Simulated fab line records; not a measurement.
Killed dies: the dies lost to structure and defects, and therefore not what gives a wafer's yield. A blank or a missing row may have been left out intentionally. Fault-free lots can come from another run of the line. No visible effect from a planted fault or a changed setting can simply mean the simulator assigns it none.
Struck lot and sound lot, side by side / flow nand_harc / 14 steps out of a route of 1159
Sound: these wafers, L983.1, L983.4, L983.6. Struck: wafers L998.1, L998.2, L998.6. The cause is given at the end.
At each step with rows: each side's tool, then ch and its chambers, then its first start. Under that, the readings that differ: sound wafers / struck wafers / difference of the means / sigmas: that difference in standard deviations of wafers without a fault.
alike: same words and numbers on both sides, and readings whose means sit less than 2 such deviations apart. not compared: any withheld reading, any reading some wafer has no value for, any bound like >300 that may hide the same value, and any number with overlapping values for which the record gives no deviation.
The two part at a step that has a row with sigmas, a row that says differs or no value, or rows on one side only. Numbers that have no deviation but don't overlap get no sigmas and don't part them. A reading that every wafer of one side lacks parts them only if that side has two wafers or more.

first, 1 step without rows for these wafers: NHARC_A_SLIT_STRIP_28 (strips in O2/COS).
NHARC_A_SLIT_ETCH_29: etches the open film in CF4/O2, target depth 100 nm, overetch 10 nm, time 55 s.
  sound on rie_diel-07 ch 1,2,3, day 15 00:50; struck on rie_diel-09 ch 0,1,3, day 18 08:45
  alike: bias_w, drypump_motor_current_A, oes_ar_750_au, oes_product_au, rf_vpp_V, showerhead_plenum_p_Torr, throttle_valve_pct
  not compared: rf_hours_counter_h
NHARC_A_SLIT_STRIP_18: strips in O2.
  sound: rie_diel-07 ch 0,2; struck: rie_diel-09 ch 1,3
  alike: drypump_motor_current_A, oes_product_au, rf_vpp_V, showerhead_plenum_p_Torr, throttle_valve_pct
  not compared: rf_hours_counter_h
then, 2 steps without rows for these wafers: NHARC_A_SLIT_PRECLEAN_19 (cleans in SC1); NHARC_A_SLIT_SRD_20.
NHARC_A_SLIT_CD_MEAS_21:
  sound on cd_sem-02, day 15 01:23; struck on cd_sem-02, day 18 09:17
  alike: cd_nm
then, 3 steps without rows for these wafers: NHARC_A_SIN_REMOVE_WET_00 (chemistry H3PO4, time 15300 s); NHARC_A_SIN_REMOVE_PRECLEAN_01 (cleans in SC1); NHARC_A_SIN_REMOVE_SRD_02.
NHARC_A_SIN_REMOVE_INSPECT_04:
  sound on defect_inspect-02, day 15 08:34; struck on defect_inspect-02, day 18 16:59
  alike: raw_defect_count
NHARC_A_WL_FILL_ALD_00: deposits Al2O3, target thk 3 nm, pulse time 3 s, ald cycles 30.
  sound on ald_hk-04 ch 0,1,3, day 15 08:39; struck on ald_hk-02 ch 2,3, day 18 17:05
  alike: heater_power_w, precursor_pulse_height_rel
NHARC_A_WL_FILL_RTA_01: time 5 s.
  sound on rtp_anneal-02 ch 0, day 15 08:53; struck on rtp_anneal-02 ch 0, day 18 17:28
reading=wafer_temp_C_max; sound=1003.9 1005.0 1004.5; struck=966.5 965.5 966.0; difference=-38.5; sigmas=-39
  alike: lamp_power_pct
NHARC_A_WL_FILL_ALD_02: deposits TiN, target thk 2 nm, pulse time 3 s, ald cycles 100.
  sound on ald_metal-03 ch 0,1, day 15 09:08; struck on ald_metal-01 ch 2,3, day 18 17:41
  alike: heater_power_w, precursor_pulse_height_rel
-- record jumps: 5 days between struck wafers' starts before vs after; left off in module A_WL_FILL, resumes in module END, first step shown is number 1159 of the route --
NHARC_END_SORT_01:
  sound on prober-01 ch 0, day 19 23:36; struck on prober-01 ch 0, day 23 15:41
reading=killed_at_array; sound=26 24 21; struck=34 50 48; difference=+20; sigmas=+2
reading=killed_open; sound=1 1 1; struck=5 5 5; difference=+4; sigmas=+2
  alike: killed_at_other, killed_at_periphery, killed_dies, killed_short

## WHERE THEY PART
First at NHARC_A_WL_FILL_RTA_01; last, within this record, at NHARC_END_SORT_01.

WHY: what had been put in by the simulator
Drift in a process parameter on rtp_anneal-02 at NHARC_A_WL_FILL_RTA_01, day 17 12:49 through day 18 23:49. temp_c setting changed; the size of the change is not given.
